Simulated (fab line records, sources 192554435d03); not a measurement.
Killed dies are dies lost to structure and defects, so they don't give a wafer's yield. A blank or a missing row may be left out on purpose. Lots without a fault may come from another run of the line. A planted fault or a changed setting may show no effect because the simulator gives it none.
One fault seen from 3 desks | flow n5_finfet | each desk has only its own numbers; what lay behind them comes last

THE TOOL OWNER'S DESK: lpcvd-01
The tool's own readings at N5_DUMMY_GATE_CVD_03 (deposits a-Si from SiH4, target thk 150 nm, time 8042 s): means of the sampled wafers that have a number, for each lot that ran on this tool. A lot is out of limits, marked OUT, if its mean lies more than 4 standard deviations from the usual mean; the brackets give that distance.
Columns: A = spike_tc_bottom_C at N5_DUMMY_GATE_CVD_03, usual 553 C; B = spike_tc_centre_C at N5_DUMMY_GATE_CVD_03, usual 531.5 C; C = spike_tc_lower_C at N5_DUMMY_GATE_CVD_03, usual 529.5 C; D = spike_tc_top_C at N5_DUMMY_GATE_CVD_03, usual 554.5 C; E = spike_tc_upper_C at N5_DUMMY_GATE_CVD_03, usual 530.2 C; F = susceptor_temp_C at N5_DUMMY_GATE_CVD_03, usual 529.98 C; G = zone_power_lower_pct at N5_DUMMY_GATE_CVD_03, usual 7.3 %
lot  | first seen here | A              | B               | C               | D                | E               | F                        | G
L874 | day 3 11:17     | 547            | 532.2           | 529.0           | 557.6            | 529.8           | 529.89                   | 6.3
L876 | day 3 20:00     | 557            | 531.2           | 530.3           | 553.8            | 530.7           | 529.91                   | 7.5
L879 | day 4 13:59     | 557            | 530.7           | 530.6           | 553.8            | 530.7           | 530.07                   | 7.5
L880 | day 4 19:55     | 557            | 529.9           | 530.7           | 553.3            | 531.2           | 529.98                   | 7.5
L884 | day 5 20:10     | 579 (+6.3) OUT | 553.8 (+31) OUT | 552.2 (+28) OUT | 574.7 (+8.1) OUT | 552.7 (+34) OUT | 552.17 (+99 or more) OUT | 8.0
L886 | day 6 08:28     | 579 (+6.3) OUT | 552.9 (+30) OUT | 552.4 (+29) OUT | 574.5 (+8.0) OUT | 553.1 (+35) OUT | 552.26 (+99 or more) OUT | 8.0
This desk's finding: out of limits on L884, L886; first on L884, day 5 20:10 (spike_tc_bottom_C at N5_DUMMY_GATE_CVD_03). In limits: L874, L876, L879, L880.

THE METROLOGY DESK
What the gauges read, lot by lot, whatever tool the lot ran on: means of the sampled wafers that have a number. A lot is out of limits, marked OUT, if its mean lies more than 4 standard deviations from the usual mean; the brackets give that distance. Of its 12 readings 7 are shown: those that lie furthest out on some lot.
Columns: A = trench_depth_nm at N5_FIN_SAQP_OCD_MEAS_76, usual 119 nm; B = thk_nm at N5_STI_FIN_REVEAL_THK_MEAS_05, usual 131.5 nm; C = IOFF_P at N5_BEOL_M4_RC_MEAS_101, usual 0.23 nA/um; D = ION_P at N5_BEOL_M4_RC_MEAS_101, usual 467 uA/um; E = SS_P at N5_BEOL_M4_RC_MEAS_101, usual 73.5 mV/dec; F = VT_N at N5_BEOL_M4_RC_MEAS_101, usual 249 mV; G = VT_P at N5_BEOL_M4_RC_MEAS_101, usual -250 mV
lot  | first seen here | A   | B     | C    | D   | E    | F   | G
L873 | day 2 15:40     | 123 | 130.8 | 0.23 | 465 | 73.8 | 249 | -251
L874 | day 2 23:29     | 118 | 130.5 | 0.30 | 469 | 74.4 | 247 | -246
L875 | day 3 02:52     | 122 | 130.1 | 0.16 | 452 | 72.4 | 253 | -255
L876 | day 3 09:22     | 118 | 133.1 | 0.25 | 473 | 74.2 | 251 | -250
L879 | day 4 02:26     | 116 | 130.5 | 0.30 | 475 | 73.7 | 246 | -244
L880 | day 4 09:17     | 119 | 131.1 | 0.28 | 479 | 73.8 | 246 | -246
L884 | day 5 08:23     | 123 | 131.4 | 0.29 | 468 | 74.4 | 247 | -245
L885 | day 5 16:25     | 122 | 132.5 | 0.28 | 476 | 73.9 | 243 | -246
L886 | day 5 21:44     | 119 | 134.0 | 0.21 | 457 | 73.0 | 250 | -250
This desk's finding: nothing out of limits on any of the 9 lots.

THE DEFECT DESK
What the inspections along the route counted, lot by lot: means of the sampled wafers that have a number. A lot is out of limits, marked OUT, if its mean lies more than 4 standard deviations from the usual mean; the brackets give that distance.
Columns: A = raw_defect_count at N5_DUMMY_GATE_INSPECT_17, usual 178
lot  | first seen here | A
L873 | day 3 10:47     | 175
L874 | day 3 19:41     | 152
L875 | day 3 22:46     | 189
L876 | day 4 04:29     | 150
L879 | day 5 00:19     | 212
L880 | day 5 04:18     | 225
L884 | day 6 04:40     | 139
L885 | day 6 13:11     | 145
L886 | day 6 17:01     | 181
This desk's finding: nothing out of limits on any of the 9 lots.

PUT TOGETHER
The tool owner's desk could have raised an alarm at day 5 20:10, on L884, L886.
The metrology desk saw nothing out of limits.
The defect desk saw nothing out of limits.
The metrology desk has L884, L886 on record, within its limits.
The defect desk has L884, L886 on record, within its limits.
Of the lots named, all ran N5_DUMMY_GATE_CVD_03 on lpcvd-01.

WHAT THE SIMULATOR HAD PUT IN
Process parameter drift: lpcvd-01, from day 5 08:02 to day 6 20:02, at N5_DUMMY_GATE_CVD_03. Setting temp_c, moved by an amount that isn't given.
Lots struck among those shown: L884, L886.
Hours from the fault's start to each desk's first reading out of limits: the tool owner's desk, 12.
